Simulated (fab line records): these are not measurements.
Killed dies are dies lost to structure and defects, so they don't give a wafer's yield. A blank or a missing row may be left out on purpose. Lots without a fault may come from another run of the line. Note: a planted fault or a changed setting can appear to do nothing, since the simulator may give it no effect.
fab line records    flow nand-harc
record lots=13  wafers=39  last-day=25
route steps=1159 shown HYBRID_BOND@1094 THIN_TSV@1102 END@1159
lots that met no fault: from a run of the same line without faults
start-h: hours from the record's first day to the start of the lot's first wafer shown    wait-h: hours since the lot's step before    " repeats the value in the row above    L1.1+2: several wafers, shown together as one row    - no value, or no start given    * or withheld: withheld    < > ~ a bound
route shown NAME@n: NAME is a module with steps in the file, n the number in the route of the first one    usual: the fault-free wafers' mean and standard deviation    same: alike in all rows    chamber/n: place in a boat    sites: the reading at each site    _std_site: standard deviation across them    _edge_site: the outer-site mean with the inner-site mean subtracted    radius-mm: how far each site lies from the wafer's centre    mask NAME#n: copy n    behind: the tool/chamber that last shaped the wafer    hold: why the lot was held/for how many hours/how that ended    device: which transistor (n, p or np) failed to switch    end of line: the route-end tests of the same wafers    a step without rows: its recipe alone    killed: not the wafer's yield, but the dies lost to structure and defects at the first sort    map: a wafer's dies, marking killed ones x, the rest . and places with no die _
set.NAME: the setting the step ran with; set.NAME@STEP: the setting that earlier step ran with    model.NAME: the simulator's own value behind a step, which no gauge read
the route's steps for a sample of lots (tables are steps, rows are wafers)
services: a tool's chamber out of use, with start hour (start-h, from the record's first day; less than 0 if before it), hours out, and reason
## steps
# step NHARC_HYBRID_BOND_ACTIVATE_00
# recipe time-s=60  n2-flow-sccm=200  ar-flow-sccm=0  bias-power-w=0  chemistry=N2
# usual drypump-motor-current-A=5.9/0.38  oes-product-au=1.000/0.0092  rf-vpp-V=64.0/1  showerhead-plenum-p-Torr=1.72/0.052
lot.wafer  tool         chamber  start-h  wait-h  drypump-motor-current-A  oes-product-au  rf-hours-counter-h  rf-vpp-V  showerhead-plenum-p-Torr
L282.1     rie-diel-09  1        410.57   0.1     5.8                      0.995           60                  66.5      1.81
L282.2     "            2        "        "       5.7                      0.995           50                  64.4      1.79
L282.4     "            3        "        "       4.8                      0.998           53                  64.5      1.78
L281.3     rie-diel-09  1        413.81   0.1     5.8                      0.983           60                  63.1      1.81
L281.4     "            0        "        "       5.7                      1.000           41                  64.8      1.84
L281.6     "            1        "        "       5.8                      0.990           -                   64.8      1.81
L283.2     rie-diel-07  2        423.89   0.1     6.1                      1.026           0                   63.3      1.71
L283.1     "            3        "        "       6.3                      1.011           1                   63.2      1.72
L283.3     "            0        "        "       5.8                      1.005           1                   63.1      1.72
L280.2     rie-diel-07  0        424.25   0.1     5.8                      0.993           1                   63.1      1.72
L280.5     "            0        "        "       5.7                      0.991           -                   62.7      1.72
L280.6     "            1        "        "       5.8                      1.002           -                   63.2      1.64
L284.4     rie-diel-07  1        425.21   0.1     5.8                      1.006           1                   63.6      1.64
L284.2     "            0        "        "       5.8                      1.006           1                   64.4      1.72
L284.6     "            1        "        "       5.8                      1.006           -                   63.5      1.64
L285.4     rie-diel-07  3        428.26   0.1     6.2                      0.995           1                   63.7      1.72
L285.2     "            0        "        "       5.8                      1.002           1                   65.0      1.72
L285.1     "            1        "        "       5.8                      1.000           1                   64.9      1.64
L287.4     rie-diel-07  1        457.41   0.1     5.8                      0.993           4                   63.7      1.64
L287.3     "            2        "        "       6.2                      1.016           4                   65.1      1.70
L287.6     "            0        "        "       5.8                      1.002           -                   63.8      1.72
L288.2     rie-diel-05  0        465.23   0.1     6.5                      1.000           38                  63.6      1.67
L288.3     "            1        "        "       5.2                      0.987           43                  62.3      1.79
L288.1     "            2        "        "       5.3                      1.006           42                  62.9      1.77
L286.4     rie-diel-07  0        473.00   0.1     5.8                      1.002           5                   64.9      1.72
L286.1     "            2        "        "       6.2                      1.004           6                   65.6      1.70
L286.2     "            3        "        "       6.2                      0.996           6                   62.2      1.71
L295.3     rie-diel-07  3        503.66   0.1     6.2                      1.001           9                   65.6      1.71
L295.2     "            0        "        "       5.8                      0.994           8                   63.9      1.72
L295.5     "            2        "        "       6.2                      1.006           -                   64.9      1.70
L301.2     rie-diel-07  2        531.37   0.1     6.2                      1.017           14                  64.2      1.70
L301.1     "            3        "        "       6.2                      1.010           13                  64.5      1.71
L301.5     "            2        "        "       6.2                      1.002           -                   64.1      1.70
L300.3     rie-diel-05  1        533.17   0.1     5.2                      1.002           2                   64.6      1.79
L300.4     "            3        "        "       6.6                      0.992           3                   64.6      1.65
L300.5     "            0        "        "       6.5                      0.998           -                   61.9      1.66
L302.3     rie-diel-07  3        543.19   0.1     6.3                      1.008           14                  62.2      1.71
L302.1     "            0        "        "       5.8                      1.007           13                  64.2      1.72
L302.2     "            1        "        "       5.8                      1.007           11                  62.8      1.63
# step NHARC_THIN_TSV_CMP_01
# recipe target-thk-um=3
# usual motor-current-A=11.8/0.99
lot.wafer  tool    chamber  start-h  wait-h  motor-current-A
L282.1     cmp-01  1        422.32   1.0     11.2
L282.4     "       2        "        "       13.0
L282.2     "       3        "        "       11.1
L281.4     cmp-01  0        423.50   0.4     12.4
L281.3     "       3        "        "       11.2
L281.6     "       0        "        "       12.2
L283.3     cmp-01  3        435.59   0.6     11.1
L283.2     "       0        "        "       12.4
L283.1     "       1        "        "       11.2
L280.2     cmp-03  0        436.84   0.9     10.7
L280.5     "       1        "        "       12.3
L280.6     "       2        "        "       12.3
L284.2     cmp-03  2        437.97   0.8     12.5
L284.4     "       1        "        "       11.4
L284.6     "       3        "        "       11.0
L285.2     cmp-03  3        440.33   0.8     11.5
L285.1     "       0        "        "       10.9
L285.4     "       1        "        "       12.0
L287.4     cmp-02  1        469.55   0.4     12.9
L287.3     "       2        "        "       11.2
L287.6     "       2        "        "       11.1
L288.1     cmp-01  1        477.67   1.0     11.3
L288.2     "       2        "        "       12.9
L288.3     "       0        "        "       12.5
L286.1     cmp-02  3        485.78   1.0     13.0
L286.4     "       1        "        "       12.6
L286.2     "       2        "        "       11.1
L295.2     cmp-01  0        517.75   0.9     12.2
L295.3     "       1        "        "       11.5
L295.5     "       2        "        "       12.6
L301.1     cmp-02  3        542.59   1.1     13.7
L301.2     "       0        "        "       9.7
L301.5     "       1        "        "       13.2
L300.4     cmp-01  2        543.77   0.4     12.1
L300.3     "       1        "        "       11.7
L300.5     "       3        "        "       10.7
L302.3     cmp-03  0        554.18   0.6     10.4
L302.2     "       1        "        "       11.4
L302.1     "       3        "        "       12.0
# step NHARC_THIN_TSV_DEGAS_49
# recipe temp-c=300  time-s=120
# usual heater-power-w=489/55
lot.wafer  tool            chamber  start-h  wait-h  heater-power-w
L282.4     pvd-sputter-01  -        426.40   0.1     503
L282.1     "               -        "        "       474
L282.2     "               -        "        "       456
L281.4     pvd-sputter-03  -        427.73   0.1     497
L281.3     "               -        "        "       546
L281.6     "               -        "        "       482
L283.3     pvd-sputter-01  -        439.88   0.1     466
L283.1     "               -        "        "       461
L283.2     "               -        "        "       460
L280.2     pvd-sputter-01  -        440.91   0.1     494
L280.5     "               -        "        "       506
L280.6     "               -        "        "       463
L284.4     pvd-sputter-03  -        442.08   0.1     500
L284.2     "               -        "        "       536
L284.6     "               -        "        "       531
L285.1     pvd-sputter-02  -        444.42   0.1     652
L285.2     "               -        "        "       434
L285.4     "               -        "        "       368
L287.3     pvd-sputter-03  -        473.76   0.1     502
L287.4     "               -        "        "       506
L287.6     "               -        "        "       500
L288.3     pvd-sputter-01  -        481.97   0.1     452
L288.2     "               -        "        "       448
L288.1     "               -        "        "       494
L286.1     pvd-sputter-03  -        489.96   0.1     507
L286.2     "               -        "        "       483
L286.4     "               -        "        "       574
L295.3     pvd-sputter-03  -        521.87   0.1     499
L295.2     "               -        "        "       560
L295.5     "               -        "        "       499
L301.2     pvd-sputter-01  -        546.74   0.1     521
L301.1     "               -        "        "       475
L301.5     "               -        "        "       452
L300.3     pvd-sputter-02  -        548.16   0.1     637
L300.4     "               -        "        "       363
L300.5     "               -        "        "       616
L302.3     pvd-sputter-01  -        558.35   0.1     472
L302.2     "               -        "        "       454
L302.1     "               -        "        "       512
# step NHARC_THIN_TSV_ECD_20
# recipe target-thk-a=20000  material=Cu
lot.wafer   tool       chamber  start-h  wait-h
L282.1+2+4  ecd-cu-01  0,1,1    426.85   -
L281.4+3+6  ecd-cu-01  1,0,0    428.38   -
L283.2+1+3  ecd-cu-02  0,1,1    440.34   -
L280.2+5+6  ecd-cu-02  1,1,0    441.39   -
L284.2+4+6  ecd-cu-01  1        442.53   -
L285.2+1+4  ecd-cu-02  0,1,1    444.87   -
L287.4+3+6  ecd-cu-02  0,1,1    474.54   -
L288.1+2+3  ecd-cu-01  1,0,0    482.42   -
L288.1+2+3  ecd-cu-01  1,0,0    483.27   0.8
L286.1+2+4  ecd-cu-02  0,1,0    490.42   -
L295.2+3+5  ecd-cu-01  1,0,1    522.52   -
L295.2+3+5  ecd-cu-01  1,0,1    523.39   0.8
L301.1+2+5  ecd-cu-02  0,1,0    547.20   -
L300.4+3+5  ecd-cu-01  1,0,0    548.81   -
L302.1+2+3  ecd-cu-01  1,0,1    558.81   -
# step NHARC_END_SORT_01
# recipe temp-c=25
# usual defect-limited-yield=95.3/1.3  killed-at-array=28/9.1  killed-at-other=0.6/0.87  killed-at-periphery=3.4/2.7  killed-dies=32/9  killed-open=3.2/1.9  killed-short=2.0/1.3  sort_bin_2_pct=1.5/0.57  sort_bin_3_pct=0.26/0.22  sort_bin_4_pct=2.9/0.91  sort-n-pass=645/9  sort-rim-yield-pct=93/3.3  sort-yield-pct=95.3/1.3
# same gross-dies=677  sort_bin_5_pct[%]=0  sort_bin_6_pct[%]=0  sort_bin_7_pct[%]=0  sort_bin_8_pct[%]=0  sort-rim-n-gross=106.00
lot.wafer  tool       chamber  start-h  wait-h  defect-limited-yield[%]  killed-at-array  killed-at-other  killed-at-periphery  killed-dies  killed-open  killed-short  sort_bin_2_pct[%]  sort_bin_3_pct[%]  sort_bin_4_pct[%]  sort-n-pass  sort-rim-yield-pct[%]  sort-yield-pct[%]
L282.1     prober-02  0        439.75   2.6     96.2                     21               0                5                    26           0            2             1.0                0.30               2.5                651          96                     96.2
L282.2     prober-02  0        440.54   2.8     95.0                     25               0                9                    34           4            3             1.0                0.44               3.5                643          95                     95.0
L282.4     prober-02  0        442.13   3.4     96.0                     22               0                5                    27           2            2             0.6                0                  3.4                650          93                     96.0
L284.2     prober-02  0        468.38   2.8     95.6                     28               1                1                    30           4            1             1.8                0                  2.7                647          94                     95.6
L284.4     prober-02  0        469.99   3.4     96.2                     22               2                2                    26           2            1             0.9                0                  3.0                651          95                     96.2
L284.6     prober-02  0        471.60   4.0     94.2                     33               0                6                    39           4            2             1.8                0.30               3.7                638          90                     94.2
L301.1     prober-01  0        595.27   2.5     97.2                     16               1                2                    19           2            2             1.2                0                  1.6                658          99                     97.2
L301.2     prober-01  0        596.07   2.8     96.9                     18               2                1                    21           5            2             1.3                0.30               1.5                656          96                     96.9
L301.5     prober-01  0        598.47   3.7     97.2                     15               0                4                    19           3            3             0.4                0.30               2.1                658          93                     97.2
L302.1     prober-01  0        603.02   2.5     94.1                     38               1                1                    40           4            2             1.8                0.30               3.8                637          92                     94.1
L302.2     prober-01  0        603.82   2.8     95.6                     28               1                1                    30           2            2             1.9                0.44               2.1                647          90                     95.6
L302.3     prober-01  0        604.62   3.1     93.5                     40               3                1                    44           0            4             1.3                1.03               4.1                633          92                     93.5
# killed by level:class
L282.1 A_STAIRCASE:chamber-film-flake=8 A_SLIT:chamber-film-flake=7 P_ZERO_WELL:chamber-film-flake=3 A_CHANNEL_HOLE_D1:chamber-film-flake=2 A_SOURCE_PLATE:geometric-particle:short=1 A_M1:geometric-particle:short=1 P_STI:chamber-film-flake=1 P_M1:chamber-film-flake=1
L282.2 A_SLIT:chamber-film-flake=8 A_STAIRCASE:chamber-film-flake=5 P_ZERO_WELL:chamber-film-flake=3 P_M1:chamber-film-flake=3 A_CHANNEL_HOLE_D1:chamber-film-flake=3 P_M0:geometric-particle:open=2 A_ONON_D1:geometric-particle:short=2 A_CONTACT:chamber-film-flake=2
L282.4 A_SLIT:chamber-film-flake=11 P_ZERO_WELL:chamber-film-flake=3 A_WL_FILL:chamber-film-flake=3 A_STAIRCASE:chamber-film-flake=2 A_ONON_D1:geometric-particle:open=1 A_CHANNEL_HOLE_D1:geometric-particle:open=1 A_CHANNEL_FILL_D1:geometric-particle:short=1 A_WL_FILL:geometric-particle:short=1
L284.2 A_SLIT:chamber-film-flake=11 A_CHANNEL_HOLE_D1:chamber-film-flake=5 A_CONTACT:geometric-particle:open=3 A_ZERO_WELL:chamber-film-flake=3 A_STAIRCASE:chamber-film-flake=2 A_CHANNEL_FILL_D1:geometric-particle:short=1 A_M1:geometric-particle:open=1 P_ZERO_WELL:chamber-film-flake=1
L284.4 A_SLIT:chamber-film-flake=11 A_WL_FILL:chamber-film-flake=3 A_CHANNEL_HOLE_D1:chamber-film-flake=2 A_STAIRCASE:chamber-film-flake=2 THIN_TSV:chamber-film-flake=2 P_M0:geometric-particle:open=1 A_CHANNEL_FILL_D1:geometric-particle:open=1 A_CONTACT:geometric-particle:short=1
L284.6 A_SLIT:chamber-film-flake=13 A_CHANNEL_HOLE_D1:chamber-film-flake=5 A_STAIRCASE:chamber-film-flake=5 P_M2:chamber-film-flake=3 A_CONTACT:geometric-particle:open=2 A_ZERO_WELL:chamber-film-flake=2 A_WL_FILL:chamber-film-flake=2 A_CONTACT:chamber-film-flake=2
L301.1 A_CHANNEL_HOLE_D1:chamber-film-flake=11 P_M0:geometric-particle:open=1 A_STAIRCASE:geometric-particle:short=1 A_BLC:geometric-particle:open=1 A_M0:geometric-particle:short=1 P_STI:chamber-film-flake=1 A_STAIRCASE:chamber-film-flake=1 A_CONTACT:chamber-film-flake=1
L301.2 A_CHANNEL_HOLE_D1:chamber-film-flake=8 A_CONTACT:geometric-particle:open=3 A_STAIRCASE:chamber-film-flake=2 THIN_TSV:chamber-film-flake=2 A_SOURCE_PLATE:geometric-particle:short=1 A_SOURCE_PLATE:geometric-particle:open=1 A_ONON_D1:geometric-particle:short=1 A_ONON_D1:geometric-particle:open=1
L301.5 A_CHANNEL_HOLE_D1:chamber-film-flake=6 P_STI:chamber-film-flake=2 A_STAIRCASE:chamber-film-flake=2 A_CONTACT:chamber-film-flake=2 P_CONTACT:geometric-particle:short=1 P_M0:geometric-particle:open=1 A_ONON_D1:geometric-particle:short=1 A_CHANNEL_FILL_D1:geometric-particle:short=1
L302.1 A_SLIT:chamber-film-flake=17 A_CHANNEL_HOLE_D1:chamber-film-flake=9 A_STAIRCASE:chamber-film-flake=3 A_CONTACT:geometric-particle:open=2 A_CHANNEL_FILL_D1:geometric-particle:open=1 A_WL_FILL:geometric-particle:short=1 A_WL_FILL:geometric-particle:open=1 A_CONTACT:geometric-particle:short=1
L302.2 A_SLIT:chamber-film-flake=17 A_CHANNEL_HOLE_D1:chamber-film-flake=5 A_CONTACT:chamber-film-flake=2 P_GATE:geometric-particle:open=1 A_CHANNEL_FILL_D1:geometric-particle:short=1 A_WL_FILL:geometric-particle:short=1 A_BLC:geometric-particle:open=1 A_WL_FILL:chamber-film-flake=1
L302.3 A_SLIT:chamber-film-flake=19 A_CHANNEL_HOLE_D1:chamber-film-flake=15 A_CONTACT:chamber-film-flake=2 THIN_TSV:chamber-film-flake=2 P_M1:geometric-particle:short=1 A_SLIT:geometric-particle:short=1 A_M0:geometric-particle:short=1 STARTING-WAFER:geometric-particle:short=1
## services
tool            chamber  start-h  hours  kind
pvd-sputter-02  -        392.01   10.0   pm
rie-diel-07     -        405.23   9.0    pm
cmp-03          -        413.43   0.9    repair
cmp-03          -        426.52   0.7    repair
cmp-02          -        428.29   4.0    pm
rie-diel-09     -        431.95   9.0    pm
cmp-03          -        440.84   1.4    repair
rie-diel-05     -        444.68   0.8    repair
ecd-cu-01       -        448.09   8.0    pm
cmp-03          -        449.74   1.9    repair
cmp-03          -        453.44   6.5    repair
pvd-sputter-03  -        458.04   10.0   pm
cmp-03          -        459.94   4.0    pm
cmp-01          -        473.50   4.0    pm
pvd-sputter-02  -        473.60   1.8    repair
rie-diel-07     1        500.56   20.5   repair
pvd-sputter-01  -        514.00   10.0   pm
cmp-02          -        526.29   4.0    pm
ecd-cu-02       -        532.14   8.0    pm
cmp-01          -        535.39   1.0    repair
cmp-02          -        543.65   0.4    repair
cmp-01          -        553.90   1.0    repair
rie-diel-07     2        555.49   1.8    repair
cmp-03          -        557.94   4.0    pm
## key
first-sign step=NHARC_THIN_TSV_ECD_20  reading=visit  direction=added
effect none on later readings
met-at NHARC_THIN_TSV_ECD_20
struck-lots L288,L295
not-acting-at NHARC_HYBRID_BOND_ACTIVATE_00,NHARC_THIN_TSV_CMP_01,NHARC_THIN_TSV_DEGAS_49
fault kind=repeated-step-whole  tool=ecd-cu-01,ecd-cu-02  chamber=-  onset-h=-  steps=NHARC_THIN_TSV_ECD_20  times=1  scope=struck-lots-only
